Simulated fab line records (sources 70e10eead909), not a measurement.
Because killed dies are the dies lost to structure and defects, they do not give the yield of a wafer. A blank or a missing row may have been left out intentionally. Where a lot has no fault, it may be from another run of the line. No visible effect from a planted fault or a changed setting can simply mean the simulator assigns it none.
fab line records    flow nandHarc
record: lots: 24  wafers: 72  lastDay: 34
route steps=1302 shown P_M0@265 P_M1@296
lots untouched by any fault: they come from a run of this same line in which no faults occurred
startH: start of the lot's first displayed wafer, in hours after the record's first day    waitH: how many hours have passed since the lot's step before this one    " repeats the value in the row above    L1.1+2: one row covering several wafers at once    - no value present, or no start provided    * or withheld: withheld    < > ~ a bound
route shown NAME@n: a module of which the file shows steps, and the number in the route of the first    usual: the fault-free wafers' mean and standard deviation    same: alike in all rows    chamber/n: place in a boat    sites: per-site readings    _std_site: standard deviation across them    _edge_site: outer sites' mean less inner sites'    radiusMm: how far each site lies from the wafer's centre    mask NAME#n: copy n    behind: the tool/chamber that last shaped the wafer    hold: what put the lot on hold/how long, in hours/how the hold closed    device: the transistor (n, p or np) that didn't switch    end of line: the same wafers' tests at the end of the route    for a step that has no rows: nothing shown but its recipe    killed: count of dies lost to structure and defects at first sort (not the wafer's yield)    map: shows each die of a wafer: x if killed, . if not, _ if none is there
set.NAME: the run value of the setting; set.NAME@STEP: its run value at that earlier step    model.NAME: the simulator's own value behind a step, which no gauge read
a sample of lots followed through the steps of the route, with each step as a table and each wafer as a row
services: when a tool's chamber went out of use (startH, in hours from the record's first day, below 0 if earlier), for how many hours, and the reason
== steps ==
step: NHARC_P_M0_INSPECT_11
usual: rawDefectCount: 4.2/2.4
lot.wafer  tool              chamber  startH  waitH  rawDefectCount
L074.1     defectInspect-01  -        126.01  0.0    7
L074.2     "                 -        "       "      7
L074.5     "                 -        "       "      4
L075.3     defectInspect-02  -        132.44  0.0    10
L075.5     "                 -        "       "      6
L075.6     "                 -        "       "      5
L076.1     defectInspect-02  -        142.18  0.0    2
L076.2     "                 -        "       "      1
L076.3     "                 -        "       "      2
L077.2     defectInspect-01  -        152.41  0.0    1
L077.3     "                 -        "       "      2
L077.6     "                 -        "       "      3
L079.3     defectInspect-02  -        165.82  0.0    0
L079.4     "                 -        "       "      7
L079.5     "                 -        "       "      4
L078.2     defectInspect-02  -        166.48  0.0    3
L078.4     "                 -        "       "      2
L078.5     "                 -        "       "      5
L080.3     defectInspect-02  -        189.03  0.0    1
L080.5     "                 -        "       "      3
L080.6     "                 -        "       "      5
L081.1     defectInspect-01  -        198.85  0.0    6
L081.3     "                 -        "       "      7
L081.4     "                 -        "       "      5
L082.1     defectInspect-01  -        201.11  0.0    1
L082.5     "                 -        "       "      2
L082.6     "                 -        "       "      7
L083.1     defectInspect-02  -        214.49  0.0    2
L083.5     "                 -        "       "      5
L083.6     "                 -        "       "      5
L084.1     defectInspect-02  -        229.69  0.0    6
L084.3     "                 -        "       "      6
L084.6     "                 -        "       "      6
L085.1     defectInspect-02  -        236.17  0.0    6
L085.3     "                 -        "       "      2
L085.5     "                 -        "       "      4
L086.1     defectInspect-02  -        249.60  0.0    3
L086.4     "                 -        "       "      5
L086.5     "                 -        "       "      4
L088.1     defectInspect-02  -        270.55  0.0    7
L088.4     "                 -        "       "      3
L088.5     "                 -        "       "      2
L087.1     defectInspect-01  -        271.82  0.0    7
L087.2     "                 -        "       "      3
L087.3     "                 -        "       "      7
L090.1     defectInspect-01  -        290.09  0.0    2
L090.2     "                 -        "       "      10
L090.3     "                 -        "       "      6
L089.3     defectInspect-01  -        291.04  0.0    5
L089.5     "                 -        "       "      4
L089.6     "                 -        "       "      3
L091.1     defectInspect-01  -        293.42  0.0    3
L091.5     "                 -        "       "      3
L091.6     "                 -        "       "      2
L092.1     defectInspect-01  -        300.56  0.0    3
L092.2     "                 -        "       "      5
L092.5     "                 -        "       "      5
L093.2     defectInspect-01  -        326.14  0.0    4
L093.4     "                 -        "       "      4
L093.6     "                 -        "       "      2
L094.1     defectInspect-01  -        326.64  0.0    4
L094.3     "                 -        "       "      2
L094.4     "                 -        "       "      7
L095.1     defectInspect-02  -        332.28  0.0    6
L095.3     "                 -        "       "      3
L095.4     "                 -        "       "      4
L096.1     defectInspect-01  -        343.58  0.0    4
L096.4     "                 -        "       "      6
L096.6     "                 -        "       "      6
L097.1     defectInspect-02  -        358.83  0.0    6
L097.2     "                 -        "       "      5
L097.5     "                 -        "       "      0
step: NHARC_P_M0_ETCH_15
recipe: targetDepthA: 1500  overetchA: 150  timeS: 82.5  c4f8FlowSccm: withheld  arFlowSccm: 400  rfW: 600  biasW: 300  chemistry: C4F8/Ar
usual: oesProductAu: 0.956/0.018  rfVppV: 440/3.2
lot.wafer  tool        chamber  startH  waitH  oesProductAu  rfHoursCounterH  rfVppV
L074.2     rieDiel-09  0        -       -      0.971         24               445
L074.1     "           1        "       "      0.956         23               438
L074.5     "           0        "       "      0.973         -                446
L075.3     rieDiel-09  3        -       -      0.959         27               440
L075.5     "           0        "       "      0.962         -                446
L075.6     "           1        "       "      0.969         -                439
L076.1     rieDiel-09  3        -       -      0.960         29               439
L076.2     "           0        "       "      0.971         26               445
L076.3     "           1        "       "      0.969         25               437
L077.3     rieDiel-09  2        -       -      0.973         0                436
L077.2     "           3        "       "      0.966         0                440
L077.6     "           2        "       "      0.964         -                436
L079.3     rieDiel-09  1        -       -      0.938         3                439
L079.4     "           3        "       "      0.964         3                441
L079.5     "           2        "       "      0.940         -                437
L078.4     rieDiel-09  2        -       -      0.942         3                435
L078.2     "           0        "       "      0.963         3                445
L078.5     "           2        "       "      0.937         -                437
L080.3     rieDiel-09  2        -       -      0.969         7                438
L080.5     "           3        "       "      0.961         -                441
L080.6     "           0        "       "      0.967         -                445
L081.1     rieDiel-09  2        -       -      0.953         9                438
L081.3     "           3        "       "      0.966         9                442
L081.4     "           3        "       "      0.957         -                440
L082.1     rieDiel-11  0        -       -      0.978         42               438
L082.6     "           2        "       "      0.955         -                441
L082.5     "           3        "       "      0.957         -                443
L083.1     rieDiel-08  1        -       -      0.969         4                440
L083.5     "           1        "       "      0.967         -                440
L083.6     "           2        "       "      0.976         -                442
L084.3     rieDiel-08  3        -       -      0.973         9                446
L084.1     "           0        "       "      0.983         9                436
L084.6     "           3        "       "      0.978         -                445
L085.1     rieDiel-08  0        -       -      0.967         12               437
L085.3     "           3        "       "      0.958         12               445
L085.5     "           1        "       "      0.984         -                441
L086.1     rieDiel-08  3        -       -      0.921         19               446
L086.5     "           2        "       "      0.922         -                442
L086.4     "           0        "       "      0.940         -                437
L088.4     rieDiel-11  0        -       -      0.918         1                438
L088.1     "           1        "       "      0.937         1                440
L088.5     "           0        "       "      0.923         -                439
L087.1     rieDiel-11  3        -       -      0.963         2                443
L087.3     "           1        "       "      0.953         2                439
L087.2     "           2        "       "      0.956         2                441
L090.1     rieDiel-09  2        -       -      0.967         13               436
L090.2     "           3        "       "      0.947         14               440
L090.3     "           1        "       "      0.983         11               437
L089.3     rieDiel-09  3        -       -      0.958         14               439
L089.6     "           3        "       "      0.953         -                442
L089.5     "           0        "       "      0.966         -                446
L091.1     rieDiel-11  1        -       -      0.937         9                440
L091.5     "           1        "       "      0.939         -                439
L091.6     "           2        "       "      0.924         -                439
L092.1     rieDiel-11  0        -       -      0.951         9                437
L092.2     "           1        "       "      0.966         11               440
L092.5     "           3        "       "      0.985         -                442
L093.2     rieDiel-08  1        -       -      0.958         42               440
L093.4     "           3        "       "      0.929         46               446
L093.6     "           1        "       "      0.943         -                440
L094.4     rieDiel-08  2        -       -      0.928         51               442
L094.1     "           3        "       "      0.923         46               444
L094.3     "           0        "       "      0.925         44               436
L095.3     rieDiel-09  3        -       -      0.970         0                440
L095.1     "           0        "       "      0.974         0                445
L095.4     "           1        "       "      0.993         0                437
L096.4     rieDiel-08  3        -       -      0.918         51               444
L096.1     "           2        "       "      0.921         56               442
L096.6     "           0        "       "      0.934         -                436
L097.1     rieDiel-09  3        -       -      0.952         7                441
L097.2     "           1        "       "      0.962         5                437
L097.5     "           2        "       "      0.986         -                436
step: NHARC_P_M0_DEGAS_28
recipe: tempC: 250  timeS: 60
usual: heaterPowerW: 337/39
lot.wafer  tool           chamber  startH  waitH  heaterPowerW
L074.1     pvdSputter-03  -        127.00  -      298
L074.2     "              -        "       "      342
L074.5     "              -        "       "      433
L075.3     pvdSputter-01  -        133.41  -      358
L075.5     "              -        "       "      361
L075.6     "              -        "       "      323
L076.1     pvdSputter-03  -        143.20  -      426
L076.2     "              -        "       "      294
L076.3     "              -        "       "      352
L077.2     pvdSputter-03  -        153.40  -      296
L077.3     "              -        "       "      351
L077.6     "              -        "       "      290
L079.4     pvdSputter-01  -        166.81  -      324
L079.3     "              -        "       "      356
L079.5     "              -        "       "      287
L078.2     pvdSputter-03  -        167.60  -      350
L078.4     "              -        "       "      346
L078.5     "              -        "       "      341
L080.3     pvdSputter-03  -        190.03  -      361
L080.6     "              -        "       "      355
L080.5     "              -        "       "      396
L081.3     pvdSputter-01  -        199.93  -      334
L081.1     "              -        "       "      364
L081.4     "              -        "       "      317
L082.1     pvdSputter-01  -        202.14  -      289
L082.5     "              -        "       "      312
L082.6     "              -        "       "      288
L083.1     pvdSputter-02  -        215.51  -      341
L083.6     "              -        "       "      387
L083.5     "              -        "       "      302
L084.3     pvdSputter-03  -        230.69  -      414
L084.1     "              -        "       "      300
L084.6     "              -        "       "      355
L085.3     pvdSputter-02  -        237.21  -      297
L085.1     "              -        "       "      356
L085.5     "              -        "       "      315
L086.1     pvdSputter-02  -        250.68  -      354
L086.4     "              -        "       "      297
L086.5     "              -        "       "      311
L088.1     pvdSputter-02  -        271.90  -      290
L088.4     "              -        "       "      308
L088.5     "              -        "       "      298
L087.2     pvdSputter-01  -        272.96  -      341
L087.3     "              -        "       "      363
L087.1     "              -        "       "      289
L090.3     pvdSputter-01  -        291.08  -      356
L090.1     "              -        "       "      317
L090.2     "              -        "       "      285
L089.3     pvdSputter-01  -        292.03  -      332
L089.6     "              -        "       "      323
L089.5     "              -        "       "      276
L091.1     pvdSputter-03  -        294.42  -      363
L091.5     "              -        "       "      409
L091.6     "              -        "       "      299
L092.1     pvdSputter-02  -        301.54  -      311
L092.2     "              -        "       "      320
L092.5     "              -        "       "      332
L093.2     pvdSputter-03  -        327.23  -      413
L093.4     "              -        "       "      298
L093.6     "              -        "       "      292
L094.1     pvdSputter-01  -        327.79  -      334
L094.4     "              -        "       "      357
L094.3     "              -        "       "      322
L095.3     pvdSputter-01  -        333.26  -      364
L095.1     "              -        "       "      317
L095.4     "              -        "       "      333
L096.1     pvdSputter-01  -        345.06  -      286
L096.4     "              -        "       "      340
L096.6     "              -        "       "      290
L097.2     pvdSputter-02  -        359.82  -      329
L097.1     "              -        "       "      303
L097.5     "              -        "       "      317
step: NHARC_P_M0_ANNEAL_30
recipe: tempC: 225  timeS: 90
usual: wafer_temp_C_max: 225.69/0.2
lot.wafer  tool          chamber  startH  waitH  wafer_temp_C_max
L074.1     rtpAnneal-01  0        127.73  0.3    225.68
L074.2     "             0        "       "      225.77
L074.5     "             0        "       "      225.52
L075.3     rtpAnneal-01  0        134.25  -      225.48
L075.5     "             0        "       "      225.85
L075.6     "             0        "       "      225.36
L076.1     rtpAnneal-01  0        143.94  -      225.84
L076.2     "             0        "       "      225.65
L076.3     "             0        "       "      225.53
L077.2     rtpAnneal-01  0        154.26  -      225.50
L077.3     "             0        "       "      225.54
L077.6     "             0        "       "      225.56
L079.3     rtpAnneal-02  0        167.74  -      226.28
L079.4     "             0        "       "      225.67
L079.5     "             0        "       "      225.98
L078.2     rtpAnneal-01  0        168.39  -      225.47
L078.4     "             0        "       "      225.64
L078.5     "             0        "       "      225.73
L080.3     rtpAnneal-02  0        190.86  0.3    225.94
L080.5     "             0        "       "      225.85
L080.6     "             0        "       "      225.71
L081.1     rtpAnneal-01  0        200.66  -      225.44
L081.3     "             0        "       "      225.51
L081.4     "             0        "       "      225.73
L082.1     rtpAnneal-01  0        202.87  -      225.39
L082.5     "             0        "       "      225.41
L082.6     "             0        "       "      225.41
L083.1     rtpAnneal-01  0        216.23  -      225.71
L083.5     "             0        "       "      225.74
L083.6     "             0        "       "      225.43
L084.1     rtpAnneal-01  0        231.41  -      225.90
L084.3     "             0        "       "      225.76
L084.6     "             0        "       "      225.89
L085.1     rtpAnneal-02  0        237.93  -      225.65
L085.3     "             0        "       "      225.53
L085.5     "             0        "       "      225.87
L086.1     rtpAnneal-01  0        251.42  -      225.86
L086.4     "             0        "       "      225.49
L086.5     "             0        "       "      225.57
L088.1     rtpAnneal-02  0        272.63  -      225.34
L088.4     "             0        "       "      225.80
L088.5     "             0        "       "      225.83
L087.1     rtpAnneal-02  0        273.69  -      225.85
L087.2     "             0        "       "      225.90
L087.3     "             0        "       "      225.96
L090.1     rtpAnneal-02  0        291.81  -      226.08
L090.2     "             0        "       "      225.89
L090.3     "             0        "       "      225.95
L089.3     rtpAnneal-02  0        292.86  -      226.00
L089.5     "             0        "       "      225.99
L089.6     "             0        "       "      225.52
L091.1     rtpAnneal-02  0        295.14  0.3    225.74
L091.5     "             0        "       "      225.91
L091.6     "             0        "       "      225.43
L092.1     rtpAnneal-01  0        302.28  -      225.66
L092.2     "             0        "       "      225.84
L092.5     "             0        "       "      225.89
L093.2     rtpAnneal-02  0        328.03  -      225.59
L093.4     "             0        "       "      226.02
L093.6     "             0        "       "      225.81
L094.1     rtpAnneal-01  0        328.51  -      225.79
L094.3     "             0        "       "      225.44
L094.4     "             0        "       "      225.72
L095.1     rtpAnneal-02  0        333.99  0.3    225.74
L095.3     "             0        "       "      225.76
L095.4     "             0        "       "      225.93
L096.1     rtpAnneal-02  0        345.80  -      225.52
L096.4     "             0        "       "      225.64
L096.6     "             0        "       "      225.43
L097.1     rtpAnneal-02  0        360.56  0.3    225.78
L097.2     "             0        "       "      225.63
L097.5     "             0        "       "      225.73
step: NHARC_P_M0_THK_MEAS_24
recipe: thkMeasGauge: xrf
usual: thkNm: 117.7/1.5
lot.wafer  tool          chamber  startH  waitH  thkNm
L074.1     filmMetro-02  -        128.39  -      118.0
L074.2     "             -        "       "      118.6
L074.5     "             -        "       "      117.1
L075.3     filmMetro-01  -        134.81  -      120.9
L075.5     "             -        "       "      118.2
L075.6     "             -        "       "      116.4
L076.1     filmMetro-02  -        144.62  -      119.0
L076.2     "             -        "       "      119.4
L076.3     "             -        "       "      118.1
L077.2     filmMetro-02  -        154.87  -      119.9
L077.3     "             -        "       "      117.9
L077.6     "             -        "       "      119.6
L079.3     filmMetro-02  -        168.30  -      119.0
L079.4     "             -        "       "      118.4
L079.5     "             -        "       "      117.8
L078.2     filmMetro-01  -        169.00  -      118.2
L078.4     "             -        "       "      117.9
L078.5     "             -        "       "      119.6
L080.3     filmMetro-01  -        191.41  -      117.2
L080.5     "             -        "       "      118.1
L080.6     "             -        "       "      116.8
L081.1     filmMetro-02  -        201.32  -      119.5
L081.3     "             -        "       "      117.4
L081.4     "             -        "       "      120.7
L082.1     filmMetro-02  -        203.54  -      115.3
L082.5     "             -        "       "      119.0
L082.6     "             -        "       "      118.8
L083.1     filmMetro-01  -        216.88  -      117.2
L083.5     "             -        "       "      116.4
L083.6     "             -        "       "      118.5
L084.1     filmMetro-02  -        232.07  -      118.1
L084.3     "             -        "       "      115.9
L084.6     "             -        "       "      117.8
L085.1     filmMetro-01  -        238.59  -      115.5
L085.3     "             -        "       "      115.5
L085.5     "             -        "       "      116.6
L086.1     filmMetro-02  -        252.08  -      115.7
L086.4     "             -        "       "      115.7
L086.5     "             -        "       "      116.9
L088.1     filmMetro-01  -        273.29  -      118.0
L088.4     "             -        "       "      118.8
L088.5     "             -        "       "      116.9
L087.1     filmMetro-01  -        274.36  -      117.3
L087.2     "             -        "       "      116.4
L087.3     "             -        "       "      118.1
L090.1     filmMetro-02  -        292.47  -      116.8
L090.2     "             -        "       "      118.2
L090.3     "             -        "       "      117.2
L089.3     filmMetro-01  -        293.41  -      117.3
L089.5     "             -        "       "      118.0
L089.6     "             -        "       "      116.0
L091.1     filmMetro-02  -        295.80  -      116.6
L091.5     "             -        "       "      117.8
L091.6     "             -        "       "      118.6
L092.1     filmMetro-02  -        302.94  -      114.9
L092.2     "             -        "       "      117.2
L092.5     "             -        "       "      115.8
L093.2     filmMetro-02  -        328.64  -      117.7
L093.4     "             -        "       "      115.9
L093.6     "             -        "       "      117.3
L094.1     filmMetro-02  -        329.17  -      119.3
L094.3     "             -        "       "      117.3
L094.4     "             -        "       "      117.6
L095.1     filmMetro-01  -        334.65  -      115.6
L095.3     "             -        "       "      118.5
L095.4     "             -        "       "      117.6
L096.1     filmMetro-02  -        346.47  -      118.4
L096.4     "             -        "       "      117.4
L096.6     "             -        "       "      114.3
L097.1     filmMetro-02  -        361.21  -      118.0
L097.2     "             -        "       "      115.2
L097.5     "             -        "       "      117.6
step: NHARC_P_M1_OVL_MEAS_10
recipe: pitchNm: 260
usual: overlayXNm: -0.3/0.87  overlayYNm: 0.1/0.7
lot.wafer  tool        chamber  startH  waitH  overlayXNm  overlayYNm
L074.1     overlay-01  -        130.03  -      0.1         -0.6
L074.2     "           -        "       "      0.9         -1.2
L074.5     "           -        "       "      0.4         -0.5
L075.3     overlay-01  -        136.44  -      -0.1        0.2
L075.5     "           -        "       "      -0.5        0.5
L075.6     "           -        "       "      -0.1        0.7
L076.1     overlay-02  -        146.23  -      -1.0        0.3
L076.2     "           -        "       "      -1.1        0.6
L076.3     "           -        "       "      -0.8        0.3
L077.2     overlay-01  -        156.52  -      -0.2        0.4
L077.3     "           -        "       "      0.6         -0.1
L077.6     "           -        "       "      -0.1        0.5
L079.3     overlay-02  -        169.94  -      -1.6        1.3
L079.4     "           -        "       "      -1.5        0.9
L079.5     "           -        "       "      -1.2        0.9
L078.2     overlay-02  -        170.64  -      -0.3        -1.9
L078.4     "           -        "       "      0.0         -1.8
L078.5     "           -        "       "      0.2         -1.6
L080.3     overlay-01  -        193.22  -      0.4         -1.2
L080.5     "           -        "       "      0.8         -0.7
L080.6     "           -        "       "      0.8         -0.7
L081.1     overlay-02  -        202.95  -      -0.9        0.5
L081.3     "           -        "       "      0.4         0.7
L081.4     "           -        "       "      -0.4        0.0
L082.1     overlay-01  -        205.17  -      0.7         0.4
L082.5     "           -        "       "      0.5         -0.3
L082.6     "           -        "       "      0.7         0.5
L083.1     overlay-02  -        218.53  -      0.1         0.1
L083.5     "           -        "       "      0.4         0.0
L083.6     "           -        "       "      0.3         0.0
L084.1     overlay-02  -        233.77  -      -0.5        -0.4
L084.3     "           -        "       "      -1.0        -0.1
L084.6     "           -        "       "      -0.5        -0.3
L085.1     overlay-02  -        240.25  -      1.6         0.8
L085.3     "           -        "       "      1.0         0.8
L085.5     "           -        "       "      1.6         0.6
L086.1     overlay-01  -        253.60  -      -0.7        0.3
L086.4     "           -        "       "      -0.4        0.5
L086.5     "           -        "       "      -0.2        1.0
L088.1     overlay-01  -        274.91  -      -1.2        0.0
L088.4     "           -        "       "      -1.1        -0.9
L088.5     "           -        "       "      -1.1        -0.7
L087.1     overlay-01  -        275.97  -      0.1         -0.2
L087.2     "           -        "       "      0.3         -0.4
L087.3     "           -        "       "      0.4         -0.2
L090.1     overlay-01  -        294.12  -      -1.7        0.4
L090.2     "           -        "       "      -1.5        0.6
L090.3     "           -        "       "      -1.8        0.6
L089.3     overlay-02  -        295.06  -      0.9         0.4
L089.5     "           -        "       "      1.2         -0.2
L089.6     "           -        "       "      0.7         0.0
L091.1     overlay-02  -        297.71  -      -2.4        0.2
L091.5     "           -        "       "      -2.0        0.4
L091.6     "           -        "       "      -1.8        0.7
L092.1     overlay-02  -        304.46  -      -0.6        0.0
L092.2     "           -        "       "      -0.4        0.7
L092.5     "           -        "       "      -1.1        -0.4
L093.2     overlay-01  -        330.28  -      -1.5        1.3
L093.4     "           -        "       "      -1.2        1.5
L093.6     "           -        "       "      -0.9        1.9
L094.1     overlay-01  -        330.81  -      -1.8        0.1
L094.3     "           -        "       "      -0.8        0.3
L094.4     "           -        "       "      -0.7        0.2
L095.1     overlay-01  -        336.32  -      -1.0        0.7
L095.3     "           -        "       "      -0.4        0.1
L095.4     "           -        "       "      -0.6        1.0
L096.1     overlay-01  -        348.12  -      -0.5        -0.9
L096.4     "           -        "       "      0.2         -1.1
L096.6     "           -        "       "      0.4         -0.5
L097.1     overlay-01  -        362.74  -      -0.1        -0.1
L097.2     "           -        "       "      0.0         -0.7
L097.5     "           -        "       "      -0.3        -0.2
== services ==
tool           chamber  startH  hours  kind
pvdSputter-02  -        104.04  10.0   pm
rieDiel-09     0        122.10  -      clean
rieDiel-09     1        122.10  -      clean
pvdSputter-01  -        123.86  1.5    repair
rieDiel-09     -        143.14  9.0    pm
rieDiel-08     2        146.84  3.5    repair
pvdSputter-03  -        172.59  10.0   pm
rieDiel-08     2        176.34  13.6   repair
rieDiel-08     -        190.82  9.0    pm
rieDiel-09     1        194.09  8.9    repair
pvdSputter-02  -        197.40  3.8    repair
pvdSputter-01  -        209.98  1.1    repair
rieDiel-09     -        213.16  62.6   repair
rieDiel-11     1        218.96  1.8    repair
pvdSputter-01  -        223.46  0.5    repair
pvdSputter-01  -        226.00  10.0   pm
rieDiel-08     1        248.95  20.7   repair
rieDiel-08     2        250.24  2.4    repair
rieDiel-11     -        258.98  9.0    pm
pvdSputter-02  -        282.04  10.0   pm
pvdSputter-03  -        297.40  0.5    repair
rieDiel-09     -        320.14  9.0    pm
pvdSputter-02  -        342.91  2.4    repair
pvdSputter-03  -        350.59  10.0   pm
== key ==
fault none
